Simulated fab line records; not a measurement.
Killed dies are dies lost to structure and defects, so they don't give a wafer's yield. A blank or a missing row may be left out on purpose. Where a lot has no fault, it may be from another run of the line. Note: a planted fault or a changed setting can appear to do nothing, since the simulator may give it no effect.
Which of the tools did it? ; flow nandHarc ; 14 lots, 42 wafers sampled, at 5 steps of a route of 1302

== WHAT THE GAUGES READ, wafer by wafer ==
NHARC_END_SORT_01.
lot;measured;on;killedAtArray;killedAtOther;killedAtPeriphery;killedDies;killedOpen;killedShort
L186;day 26 23:10;prober-02;144 151 148;1 0 1;4 2 1;149 153 150;5 4 1;3 3 4
L188;day 28 00:35;prober-01;102 114 132;0 2 0;3 3 4;105 119 136;0 4 2;3 2 3

== WHAT TOOL EACH LOT RAN ON (gives the tool, then ch and the chambers of the sampled wafers, and finally the start) ==
lot;NHARC_A_ONON_D1_DEP_00;NHARC_A_BONDPAD_PVD_17;NHARC_THIN_TSV_STRIP_62;NHARC_THIN_TSV_ANNEAL_52
L179;pecvdOnon-02 ch 0, day 7 14:00;pvdSputter-01, day 23 15:22 or earlier;plasmaAsher-01 ch 0,1, day 23 15:22;rtpAnneal-01 ch 0, day 23 17:06
L180;pecvdOnon-01 ch 0, day 8 07:22;pvdSputter-01, day 24 05:26 or earlier;plasmaAsher-02 ch 0,1, day 24 05:26;rtpAnneal-02 ch 0, day 24 06:58
L182;pecvdOnon-01 ch 0, day 9 03:54;pvdSputter-01, day 24 16:00 or earlier;plasmaAsher-01 ch 0,1, day 24 16:00;rtpAnneal-02 ch 0, day 24 17:34
L183;pecvdOnon-01 ch 0, day 9 12:25;pvdSputter-02, day 25 04:26 or earlier;plasmaAsher-02 ch 1, day 25 04:26;rtpAnneal-01 ch 0, day 25 05:50
L186;pecvdOnon-01 ch 0, day 10 17:07;pvdSputter-01, day 26 09:59 or earlier;plasmaAsher-01 ch 0,1, day 26 09:59;rtpAnneal-01 ch 0, day 26 11:21
L188;pecvdOnon-01 ch 0, day 11 19:17;pvdSputter-01, day 27 12:09 or earlier;plasmaAsher-02 ch 0,1, day 27 12:09;rtpAnneal-01 ch 0, day 27 13:28
L194;pecvdOnon-02 ch 0, day 13 20:01;pvdSputter-01, day 28 08:52;plasmaAsher-02 ch 0,1, day 29 01:14;rtpAnneal-01 ch 0, day 29 02:36
L196;pecvdOnon-01 ch 0, day 14 17:56;pvdSputter-03, day 30 12:51 or earlier;plasmaAsher-02 ch 0, day 30 12:51;rtpAnneal-02 ch 0, day 30 14:15
L197;pecvdOnon-01 ch 0, day 15 10:45;pvdSputter-03, day 32 06:26 or earlier;plasmaAsher-01 ch 0,1, day 32 06:26;rtpAnneal-01 ch 0, day 32 07:55
L199;pecvdOnon-02 ch 0, day 15 17:25;pvdSputter-02, day 32 05:13 or earlier;plasmaAsher-01 ch 0,1, day 32 05:13;rtpAnneal-01 ch 0, day 32 07:02
L198;pecvdOnon-01 ch 0, day 15 17:35;pvdSputter-01, day 32 07:38 or earlier;plasmaAsher-01 ch 0,1, day 32 07:38;rtpAnneal-01 ch 0, day 32 09:04
L200;pecvdOnon-01 ch 0, day 16 13:01;pvdSputter-03, day 32 16:53 or earlier;plasmaAsher-01 ch 0,1, day 32 16:53;rtpAnneal-02 ch 0, day 32 18:14
L201;pecvdOnon-02 ch 0, day 16 19:43;pvdSputter-03, day 32 15:13 or earlier;plasmaAsher-01 ch 0,1, day 32 15:13;rtpAnneal-02 ch 0, day 32 16:37
L202;pecvdOnon-01 ch 0, day 17 06:30;pvdSputter-03, day 33 03:07 or earlier;plasmaAsher-02 ch 0,1, day 33 03:07;rtpAnneal-01 ch 0, day 33 04:29
- NHARC_A_ONON_D1_DEP_00: target thk 1000 nm.
- NHARC_A_BONDPAD_PVD_17: deposits TaN, target thk 5 nm, time 8.06 s.
- NHARC_THIN_TSV_STRIP_62: strips in N2/H2, time 20 s.
- NHARC_THIN_TSV_ANNEAL_52: time 90 s.

== AS READ BY THE TOOLS THEMSELVES (means over the sampled wafers that have a number; for cases with no such wafer, the mark the record gives instead) ==
NHARC_A_BONDPAD_PVD_17.
lot;tool;substrateTempC (C);throttleValvePct (%)
L179;pvdSputter-01;50.02;28.5
L180;pvdSputter-01;50.03;29.3
L182;pvdSputter-01;50.08;29.3
L183;pvdSputter-02;49.93;30.0
L186;pvdSputter-01;50.10;29.6
L188;pvdSputter-01;50.08;29.7
L194;pvdSputter-01;49.98;28.7
L196;pvdSputter-03;49.95;30.3
L197;pvdSputter-03;49.98;29.3
L199;pvdSputter-02;50.03;29.8
L198;pvdSputter-01;50.04;29.9
L200;pvdSputter-03;50.12;29.8
L201;pvdSputter-03;50.09;29.6
L202;pvdSputter-03;49.93;29.7

NHARC_THIN_TSV_STRIP_62.
lot;tool;drypumpMotorCurrentA (A);heaterPowerW (W)
L179;plasmaAsher-01;5.19;346
L180;plasmaAsher-02;5.78;324
L182;plasmaAsher-01;5.19;353
L183;plasmaAsher-02;5.84;338
L186;plasmaAsher-01;5.28;367
L188;plasmaAsher-02;5.81;331
L194;plasmaAsher-02;5.78;327
L196;plasmaAsher-02;5.77;325
L197;plasmaAsher-01;5.28;370
L199;plasmaAsher-01;5.27;367
L198;plasmaAsher-01;5.18;371
L200;plasmaAsher-01;5.27;372
L201;plasmaAsher-01;5.22;363
L202;plasmaAsher-02;5.79;325

NHARC_THIN_TSV_ANNEAL_52.
lot;tool;wafer_temp_C_max
L179;rtpAnneal-01;226.9
L180;rtpAnneal-02;227.0
L182;rtpAnneal-02;227.2
L183;rtpAnneal-01;226.8
L186;rtpAnneal-01;227.0
L188;rtpAnneal-01;226.8
L194;rtpAnneal-01;227.1
L196;rtpAnneal-02;227.3
L197;rtpAnneal-01;226.8
L199;rtpAnneal-01;226.7
L198;rtpAnneal-01;226.9
L200;rtpAnneal-02;227.0
L201;rtpAnneal-02;226.8
L202;rtpAnneal-01;226.8

== THE ANSWER, worked out from the rows above alone ==
Rule: usual is defined by the lots themselves. Put in order of their means at a reading, lots are off if they are a third of the lots or fewer, leave a main group of 4 or more, and stand apart from it by a gap of 3 or more times the standard deviation of the main group's means; of several such gaps the widest counts. A main group whose means are all the same, to the digits that the tables above print for the reading, isn't used. Also off: a lot with no number at a reading for which 4 or more lots have one. Any other lot the step has rows for is counted as sound. After the gauges, taken in route order, come the tools' own readings; for these a lot's mean is taken, as printed above. The first step at which some lot is off is used, and at that step the reading that is off furthest; a lot without a number counts as furthest.
Nothing can be told from this: no lot is off at any reading shown.

== WHAT THE SIMULATOR HAD PUT IN ==
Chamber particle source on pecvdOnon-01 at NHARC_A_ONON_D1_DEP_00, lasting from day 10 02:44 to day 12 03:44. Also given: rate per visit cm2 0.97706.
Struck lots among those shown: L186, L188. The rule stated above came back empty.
